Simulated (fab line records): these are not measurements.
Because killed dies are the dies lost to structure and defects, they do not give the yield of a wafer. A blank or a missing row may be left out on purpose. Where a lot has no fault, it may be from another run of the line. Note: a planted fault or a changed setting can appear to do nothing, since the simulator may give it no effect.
Problem report in the 8D (eight disciplines) form, filled by code    flow nand-harc    the parts of the form that need people (team, actions taken, sign-off) are left out

1. WHAT WENT WRONG
Mean of thk-nm at NHARC_A_ONON_D1_THK_MEAS_14: 694 nm across 3 wafers in 3 lots; on wafers with no fault it is 1002 nm (standard deviation 10). That is -31 standard deviations from the usual mean.
The step: measures by ellipsometry.
Seen first at day 13 18:57 on film-metro-02, wafer L606.3. At this step, 43 wafers from 15 lots have a number in the record. Rule for "out" (also "out of limits"): further than 4 standard deviations from the usual mean. The other wafers with a number count as sound.

2. WHAT IT IS, WHAT IT ISN'T
question                     is                            is not
which readings at this step  thk-nm                        -
which lots                   L606, L608, L609              L594, L595, L596, L597, L598, L599, L600, L602, L610, L611, L612, L615
which wafers of those lots   L606.3, L608.3, L609.3        L606.4, L608.4, L608.5, L609.4
read on which gauges         film-metro-01, film-metro-02  -
when                         from day 13 18:57             up to then (25 sound wafers); but 15 sound wafers of L608, L609, L610, L611, L612, L615 came after

3. THE SUSPECTS, EACH WITH WHAT RULES IT OUT
Counting: a tool at a process step up to the reading stays a suspect if it ran every lot that is out. Sound lots after the first of them don't rule it out here, since some wafers of a struck lot are sound.
- the gauge at NHARC_A_ONON_D1_THK_MEAS_14 has been ruled out. Those wafers that are out were read across 2 gauges (film-metro-01, film-metro-02).
- pecvd-onon-01 at NHARC_A_ONON_D1_DEP_12 (target thk 1000 nm): kept. Ran every lot that is out, first one L606 (day 13 18:33); last sound lot up to then L602 (day 11 18:53).
Remaining after the count: pecvd-onon-01 at NHARC_A_ONON_D1_DEP_12.

4. THE CAUSE (what the simulator had put in)
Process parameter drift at NHARC_A_ONON_D1_DEP_12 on pecvd-onon-01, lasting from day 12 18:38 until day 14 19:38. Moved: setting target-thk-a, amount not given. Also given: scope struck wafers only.
This tool alone remained once counting was done.

5. THE CHAIN OF EFFECTS, in route order
Each row: a reading where the mean over the struck wafers with a number is more than 3 standard deviations away from the usual. Readings are gone through only where the record gives a usual standard deviation; hours: the median, over the lots, of the time from a lot's start at the first step in this table giving one to that lot's start at this step; sigmas: the change measured in usual standard deviations.
hours  step                         reading  usual    on struck wafers  change  sigmas
0      NHARC_A_ONON_D1_THK_MEAS_14  thk-nm   1002 nm  694               -308    -31

6. WHAT WOULD HAVE CAUGHT IT SOONER
In this record the first reading out of limits at a measuring or inspecting step was taken at day 13 18:57, 24 hours after the fault began at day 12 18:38.
Among the 3 lots that are out, L608, L609 began NHARC_A_ONON_D1_DEP_12 on pecvd-onon-01 after day 13 18:57. A hold on the tool at that time would have spared those 2.
